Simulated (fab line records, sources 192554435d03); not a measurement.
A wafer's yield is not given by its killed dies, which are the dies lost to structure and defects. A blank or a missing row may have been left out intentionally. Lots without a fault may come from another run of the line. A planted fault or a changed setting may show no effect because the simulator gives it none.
Matching of chambers | flow n5 finfet | rie diel-02 running N5_BEOL_M7_STRIP_36: 4 sister chambers
The step strips in N2/H2. 16 wafers are shown with their chamber, then 8 later ones without.

WAFERS, EACH WITH ITS CHAMBER
wafer  | chamber | drypump motor current A (A) | showerhead plenum p Torr (Torr) | throttle valve pct (%)
L074.1 | 2       | 6.6                         | 2.60                            | 23.55
L074.2 | 0       | 5.1                         | 2.51                            | 24.07
L074.3 | 1       | 5.4                         | 2.57                            | 23.29
L074.4 | 2       | 6.7                         | 2.60                            | 23.57
L074.5 | 0       | 5.1                         | 2.51                            | 24.10
L074.6 | 1       | 5.4                         | 2.57                            | 23.28
L077.1 | 1       | 5.4                         | 2.57                            | 23.26
L077.2 | 2       | 6.6                         | 2.60                            | 23.55
L077.4 | 3       | 6.6                         | 2.70                            | 23.47
L083.3 | 2       | 6.6                         | 2.60                            | 23.55
L083.4 | 1       | 5.4                         | 2.57                            | 23.31
L083.5 | 1       | 5.4                         | 2.57                            | 23.33
L084.1 | 1       | 5.4                         | 2.57                            | 23.30
L084.2 | 3       | 6.6                         | 2.70                            | 23.53
L084.5 | 2       | 6.6                         | 2.60                            | 23.59
L090.1 | 3       | 6.6                         | 2.69                            | 23.52

SIGNATURES (means of the wafers above)
reading                  | chamber 0 | chamber 1 | chamber 2 | chamber 3 | scatter within a chamber
drypump motor current A  | 5.100     | 5.400     | 6.620     | 6.600     | 0.0258
showerhead plenum p Torr | 2.5100    | 2.5700    | 2.6000    | 2.6967    | 0.00236
throttle valve pct       | 24.0850   | 23.2950   | 23.5620   | 23.5067   | 0.0237
Rule: for a wafer and a chamber, the distance is found by dividing, reading by reading, the gap between the wafer's reading and the chamber's mean by the reading's scatter, squaring, summing and taking the root. If the next closest chamber is less than 2 further off than the closest, the wafer can't be placed; otherwise it belongs to the closest. The scatter is the square root of a quotient: the sum, over the shown wafers, of each reading's squared deviation from its chamber's mean, divided by wafers minus chambers.

WAFERS WITH NO CHAMBER GIVEN
wafer  | drypump motor current A (A) | showerhead plenum p Torr (Torr) | throttle valve pct (%)
L090.2 | 5.4                         | 2.56                            | 23.33
L090.6 | 6.5                         | 2.69                            | 23.51
L093.1 | 6.5                         | 2.69                            | 23.51
L093.3 | 6.7                         | 2.59                            | 23.60
L093.4 | 5.1                         | 2.49                            | 24.15
L096.1 | 6.6                         | 2.58                            | 23.62
L096.4 | 6.6                         | 2.68                            | 23.57
L096.5 | 5.4                         | 2.55                            | 23.35

THE CHAMBER EACH PASSED THROUGH
wafer  | from the rows above | in truth
L090.2 | 1                   | 1
L090.6 | 3                   | 3
L093.1 | 3                   | 3
L093.3 | 2                   | 2
L093.4 | 0                   | 0
L096.1 | 2                   | 2
L096.4 | 3                   | 3
L096.5 | 1                   | 1
Correct placement for 8 of the 8. Can't be placed from these rows: 0. 0 placed wrongly.
